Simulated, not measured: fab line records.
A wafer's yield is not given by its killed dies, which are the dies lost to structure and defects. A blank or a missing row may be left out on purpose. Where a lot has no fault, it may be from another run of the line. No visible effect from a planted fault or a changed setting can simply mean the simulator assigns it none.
One fault seen from 2 desks | flow nand-harc | numbers are kept per desk, each desk with only its own; the story behind them comes last

== THE TOOL OWNER'S DESK: ald-metal-02 ==
The tool's own readings at NHARC_A_CONTACT_ALD_18 (deposits TiN, target thk 3 nm, pulse time 1 s, ald cycles 150): means of the sampled wafers that have a number, for each lot that ran on this tool. The brackets show how far a lot's mean lies from the usual mean; more than 4 standard deviations puts the lot out of limits, marked OUT.
Columns: A = heater-power-outer-w at NHARC_A_CONTACT_ALD_18, usual 729 W; B = heater-power-w at NHARC_A_CONTACT_ALD_18, usual 1134 W; C = precursor-pulse-height-rel at NHARC_A_CONTACT_ALD_18, usual 1.002; D = susceptor-temp-C at NHARC_A_CONTACT_ALD_18, usual 449.99 C
lot  | first seen here | A   | B    | C     | D
L123 | day 23 08:23    | 759 | 1139 | 1.005 | 449.93
L138 | day 29 14:26    | 644 | 997  | 0.988 | 450.08
L141 | day 30 10:39    | 692 | 1055 | 1.003 | 449.93
Result from this desk: across the 3 lots, nothing is out of limits.

== FROM THE METROLOGY DESK ==
What the gauges read for every lot (on any tool): the sampled wafers with a number, averaged. The brackets show how far a lot's mean lies from the usual mean; more than 4 standard deviations puts the lot out of limits, marked OUT.
Columns: A = cd-nm at NHARC_A_CONTACT_CD_MEAS_15, usual 190.0 nm
lot  | first seen here | A
L123 | day 23 07:19    | 189.8
L124 | day 23 17:25    | 189.9
L138 | day 29 13:30    | 189.1
L143 | day 30 06:01    | 189.2
L141 | day 30 09:43    | 190.2
L144 | day 32 09:29    | 190.7
Result from this desk: across the 6 lots, nothing is out of limits.

== ALL TOGETHER ==
The desk of the tool owner found nothing out of limits.
The metrology desk saw nothing out of limits.

== WHAT THE SIMULATOR HAD INSERTED ==
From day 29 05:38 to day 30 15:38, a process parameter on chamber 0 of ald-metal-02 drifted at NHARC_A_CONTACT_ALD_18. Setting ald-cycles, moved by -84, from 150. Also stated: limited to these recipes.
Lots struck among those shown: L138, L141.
